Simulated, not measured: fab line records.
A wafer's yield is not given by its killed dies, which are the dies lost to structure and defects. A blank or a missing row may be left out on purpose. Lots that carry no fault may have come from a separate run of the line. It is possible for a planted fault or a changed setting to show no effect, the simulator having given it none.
Which of the tools did it? -- flow nand-harc -- at 1 step of a route of 1159, 6 lots with 18 wafers sampled

== WHAT THE GAUGES READ, wafer by wafer ==
NHARC_A_SLIT_OVL_MEAS_10.
lot,measured,on,overlay-x-nm (nm)
L223,day 15 09:13,overlay-01,-0.2 -0.7 0.3
L226,day 16 06:43,overlay-02,0.3 0.7 1.0
L234,day 17 11:11,overlay-01,-0.6 -0.7 -0.5
L238,day 18 14:36,overlay-02,0.2 0.0 -0.1
L239,day 18 16:41,overlay-01,1.3 2.1 2.2
L243,day 19 08:07,overlay-01,0.0 -0.1 0.2

== EACH LOT AND THE TOOL THAT RAN IT (in order: tool; ch and the chambers of the sampled wafers; start) ==
Record: no process step prior to these readings.

== THE ANSWER, worked out from the rows above alone ==
Rule: what is usual is taken from the lots themselves. The widest of any qualifying gaps counts: lots, ordered by their means at a reading, are off when they make up no more than a third of the lots, leave a main group of 4 or more, and stand apart from it by 3 or more times the standard deviation of that group's means. The tables above print the reading to a certain number of digits; a main group whose means all agree to those digits is not used. Also off: a lot with no number at a reading for which 4 or more lots have one. Where the step has rows for the other lots, those lots are counted as sound.
Across all readings shown, no lot is off: no conclusion can be drawn from this.

== WHAT THE SIMULATOR PUT IN ==
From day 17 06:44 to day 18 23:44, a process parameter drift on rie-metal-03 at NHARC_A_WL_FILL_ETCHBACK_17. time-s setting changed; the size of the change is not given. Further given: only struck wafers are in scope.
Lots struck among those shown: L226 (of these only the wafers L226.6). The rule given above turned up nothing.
